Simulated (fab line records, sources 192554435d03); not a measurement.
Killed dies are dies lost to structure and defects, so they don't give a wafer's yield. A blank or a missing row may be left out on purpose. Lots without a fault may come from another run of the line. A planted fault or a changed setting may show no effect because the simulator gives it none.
Split-lot experiment | flow n5_finfet | 7 lots, 21 wafers read, on a route of 1938 steps

THE SPLIT
At N5_BEOL_M11_EXPOSE_25 (exposes mask V10), the setting dose_mj was moved away from the recipe's 85.5 on 6 of the 21 wafers read, by -6.3% to -2.5%. The other wafers ran this setting at the recipe's value.

FROM THE SPLIT TO THE READING: what the file shows between them, 2 steps
- N5_BEOL_M11_PEB_26: peb time 60 s
- N5_BEOL_M11_DEVELOP_27: develop time 30 s

THE READING
cd_nm, in nm, at N5_BEOL_M11_CD_MEAS_28 (target cd 70 nm). Fault-free wafers of this fab line usually give 70.1 nm, standard deviation 0.73 nm.

wafer  | tool, chamber at the split | dose_mj as run | against the recipe | cd_nm, nm | against lot-mates on the recipe
L074.1 | arfi_scanner-02, 0         | 81.64          | -4.5%              | 67.3      | -2.3
L074.4 | arfi_scanner-02, 0         | 85.5           | recipe             | 69.6      | -
L074.6 | arfi_scanner-02, 0         | 81.64          | -4.5%              | 66.8      | -2.8
L075.1 | arfi_scanner-01, 0         | 85.5           | recipe             | 70.2      | -
L075.3 | arfi_scanner-01, 0         | 80.13          | -6.3%              | 64.8      | -5.4
L075.6 | arfi_scanner-01, 0         | 80.13          | -6.3%              | 64.4      | -5.8
L077.4 | arfi_scanner-01, 0         | 80.84          | -5.5%              | 65.2      | -4.6
L077.5 | arfi_scanner-01, 0         | 85.5           | recipe             | 69.3      | -
L077.6 | arfi_scanner-01, 0         | 85.5           | recipe             | 70.4      | -
L079.3 | arfi_scanner-03, 0         | 85.5           | recipe             | 71.1      | -
L079.4 | arfi_scanner-03, 0         | 85.5           | recipe             | 69.7      | -
L079.5 | arfi_scanner-03, 0         | 85.5           | recipe             | 70.9      | -
L084.1 | arfi_scanner-03, 0         | 85.5           | recipe             | 70.2      | -
L084.4 | arfi_scanner-03, 0         | 85.5           | recipe             | 69.0      | -
L084.6 | arfi_scanner-03, 0         | 85.5           | recipe             | 69.7      | -
L089.3 | arfi_scanner-03, 0         | 85.5           | recipe             | 70.9      | -
L089.4 | arfi_scanner-03, 0         | 85.5           | recipe             | 70.2      | -
L089.5 | arfi_scanner-03, 0         | 85.5           | recipe             | 70.2      | -
L091.1 | arfi_scanner-01, 0         | 85.5           | recipe             | 69.3      | -
L091.2 | arfi_scanner-01, 0         | 85.5           | recipe             | 68.8      | -
L091.6 | arfi_scanner-01, 0         | 83.32          | -2.5%              | 67.3      | -1.8

THE FIT
A straight line over all 21 wafers: cd_nm changes by +0.812 nm for each +1% of dose_mj; r = +0.95; the points scatter about the line by 0.68 nm.
The same after taking each lot's own level away (the mean of its wafers on the recipe; 21 wafers): +0.799 nm for each +1%; r = +0.96; scatter 0.57 nm.
On that fit, the largest move of dose_mj shifts the reading by 5 nm.
The lots' own levels span 69.05 to 70.57 nm, that is 2.1 times the standard deviation above.
So the lot-to-lot level changes the slope little: the two slopes agree.
Check: with one of the wafers moved furthest among these (-6.3%) left out of the fit, the line predicts -4.83 nm for it against its lot-mates. It came out at -5.4 nm against them.

OTHER SPLITS ON THESE WAFERS
These wafers also went through other splits before the reading. Each is held against what the fit with the lots' levels taken away leaves over:
other split on the same wafers | wafers away from the commonest value | r with cd_nm (lot level and that fit taken away)
N5_BEOL_M9_ETCH_66 time_s      | 6                                    | +0.01
N5_BEOL_M10_COAT_63 spin_rpm   | 8                                    | -0.48
N5_BEOL_M10_EXPOSE_25 dose_mj  | 4                                    | -0.10

THE FILE'S OWN FIT
cd_nm changes by +0.799 nm for each +1% of dose_mj, r = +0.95.
